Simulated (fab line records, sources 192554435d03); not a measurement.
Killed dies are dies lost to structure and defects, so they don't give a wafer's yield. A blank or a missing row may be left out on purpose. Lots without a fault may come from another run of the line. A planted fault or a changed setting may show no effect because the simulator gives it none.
A struck lot beside a sound one | flow n5_finfet | 41 steps out of a route of 1938
Sound: wafers L891.2, L891.5, L891.6. Struck: wafer L905.2. (L905.3, L905.4 of the same lot were not struck and are left out.) The cause comes at the end.
At each step with rows: each side's tool, then ch and its chambers, then its first start. Under that, the readings that differ: sound wafers | struck wafers | difference of the means | sigmas: that difference in standard deviations of wafers without a fault.
alike: readings whose means differ by less than 2 such deviations, and words and numbers that are the same on both sides. not compared: withheld readings, readings that some wafer has no value for, bounds like >300 that may hide the same value, and numbers for which the record gives no deviation and whose values overlap.
The two part at a step that has a row with sigmas, a row that says differs or no value, or rows on one side only. Numbers that don't overlap but have no deviation are shown without sigmas and don't part them. A reading that every wafer of one side lacks parts them only if that side has two wafers or more.

first, 9 steps without rows for these wafers: N5_BEOL_M0_SAQP_EXPOSE_11 (exposes mask M0 CORE, target cd 42 nm); N5_BEOL_M0_SAQP_PEB_12 (peb time 60 s); N5_BEOL_M0_SAQP_DEVELOP_13 (develop time 30 s); N5_BEOL_M0_SAQP_DESCUM_19 (chemistry O2, time 7.9 s); N5_BEOL_M0_SAQP_ETCH_83 (etches SiARC in CF4, target depth 39 nm, time 65 s); N5_BEOL_M0_SAQP_ETCH_84 (etches SOC in N2/H2, target depth 100 nm, overetch 20 nm, time 150 s); N5_BEOL_M0_SAQP_STRIP_80 (strips in N2/H2); N5_BEOL_M0_SAQP_HM_OPEN_112 (chemistry CHF3/O2, target SiO2, stops on a-Si, target depth 12 nm, time 13.5 s); N5_BEOL_M0_SAQP_STRIP_113 (strips in CHF3/O2).
N5_BEOL_M0_SAQP_MANDREL_ETCH_20: etches a-Si in HBr/Cl2, stops on SiNx, target depth 60 nm, bt time 10 s, time 30 s.
  sound on rie_si-03 ch 0,3, day 5 19:46; struck on rie_si-03 ch 2, day 9 08:53
  alike: HBr_flow_sccm, bias_w, drypump_motor_current_A, oes_product_au, rf_fwd_power_W, throttle_valve_pct
  not compared: rf_hours_counter_h
then, 27 steps without rows for these wafers: N5_BEOL_M0_SAQP_STRIP_86 (strips in N2/H2); N5_BEOL_M0_SAQP_STRIP_115 (strips in post etch residue remover, time 60 s); N5_BEOL_M0_SAQP_SRD_93 (time 30 s); N5_BEOL_M0_SAQP_RECESS_114 (chemistry HF/NH3, target SiO2, target depth 14.4 nm, afs cycles 3, sublimation time 60 s); N5_BEOL_M0_SAQP_SPACER1_ALD_98 (deposits SiO2, target thk 12.8 nm, pulse time 1 s, purge time 2 s); N5_BEOL_M0_SAQP_SPACER1_ETCHBACK_99 (etches SiO2 in CHF3/O2, target depth 15.4 nm, time 7.7 s); N5_BEOL_M0_SAQP_MANDREL1_REMOVE_100 (chemistry HBr/Cl2/O2, target a-Si, stops on SiNx, bt time 10 s); N5_BEOL_M0_SAQP_ETCH_101 (etches SiNx in CH3F/O2, target depth 29.9 nm, time 42.7 s); N5_BEOL_M0_SAQP_ETCH_102 (etches SiO2 in CF4, target depth 4 nm, time 4.4 s); N5_BEOL_M0_SAQP_MANDREL_ETCH_103 (etches a-Si in HBr/Cl2, stops on SiCN, target depth 45 nm, bt time 10 s, time 27 s); N5_BEOL_M0_SAQP_RECESS_104 (chemistry HF/NH3, target SiO2, target depth 18 nm, afs cycles 3, sublimation time 60 s); N5_BEOL_M0_SAQP_COAT_105 (time 60 s, resist thk 100 nm); N5_BEOL_M0_SAQP_ETCH_106 (etches SOC in N2/H2, stops on SiNx, target depth 150 nm); N5_BEOL_M0_SAQP_ETCH_107 (etches SiNx in CH3F/O2, target depth 30 nm); N5_BEOL_M0_SAQP_STRIP_108 (strips in N2/H2); N5_BEOL_M0_SAQP_RECESS_109 (chemistry HF/NH3, target SiO2, target depth 3 nm, afs cycles 1, sublimation time 60 s); N5_BEOL_M0_SAQP_SPACER2_ALD_26 (deposits SiO2, target thk 15 nm, pulse time 1 s, purge time 2 s); N5_BEOL_M0_SAQP_SPACER2_ETCHBACK_27 (etches SiO2 in CHF3/O2, target depth 22.5 nm, time 11.25 s); N5_BEOL_M0_SAQP_MANDREL2_REMOVE_110 (chemistry HBr/Cl2/O2, target a-Si, stops on SiCN, bt time 10 s); N5_BEOL_M0_SAQP_COAT_69 (time 60 s, resist thk 90 nm); N5_BEOL_M0_SAQP_COAT_72 (time 60 s, resist thk 15 nm); N5_BEOL_M0_SAQP_COAT_87 (time 60 s, resist thk 5 nm); N5_BEOL_M0_SAQP_COAT_34 (resist thk 30 nm); N5_BEOL_M0_SAQP_EBR_36; N5_BEOL_M0_SAQP_SOFTBAKE_35 (time 60 s); N5_BEOL_M0_SAQP_EXPOSE_37 (exposes mask M0 CUT1, target cd 30 nm); N5_BEOL_M0_SAQP_PEB_38 (peb time 60 s).
N5_BEOL_M0_SAQP_INSPECT_42: inspects for defects (brightfield).
  sound on defect_inspect-01, day 6 00:12; struck on defect_inspect-01, day 9 12:36
  reading          | sound       | struck | difference | sigmas
  raw_defect_count | 290 264 317 | 1114   | +824       | +11
N5_BEOL_M0_CUTY_INSPECT_59: inspects for defects (macro).
  sound on defect_inspect-01, day 6 01:34; struck on defect_inspect-02, day 9 14:19
  reading          | sound | struck | difference | sigmas
  raw_defect_count | 2 2 2 | >300   | differs    |
-- the record jumps here: 2 days lie between the struck wafers' starts before and after (it left off in module BEOL_M0_CUTY and takes up again in module BEOL_M4, whose first step shown is number 1111 of the route) --
N5_BEOL_M4_RC_MEAS_101:
  sound on prober-01 ch 0, day 8 17:26; struck on prober-02 ch 0, day 11 20:33
  alike: DIBL_N, DIBL_P, IOFF_N, IOFF_P, ION_N, ION_P, SS_N, SS_P, VT_N, VT_P
-- the record jumps here: 5 days lie between the struck wafers' starts before and after (it left off in module BEOL_M4 and takes up again in module PASSIVATION, whose first step shown is number 1936 of the route) --
N5_PASSIVATION_PROBE_49:
  the record has rows for the struck wafers here (prober-02, day 16 09:25) and none for the sound ones

WHERE THEY PART
First at N5_BEOL_M0_SAQP_INSPECT_42; last, within this record, at N5_PASSIVATION_PROBE_49.

WHY: what the simulator had put in
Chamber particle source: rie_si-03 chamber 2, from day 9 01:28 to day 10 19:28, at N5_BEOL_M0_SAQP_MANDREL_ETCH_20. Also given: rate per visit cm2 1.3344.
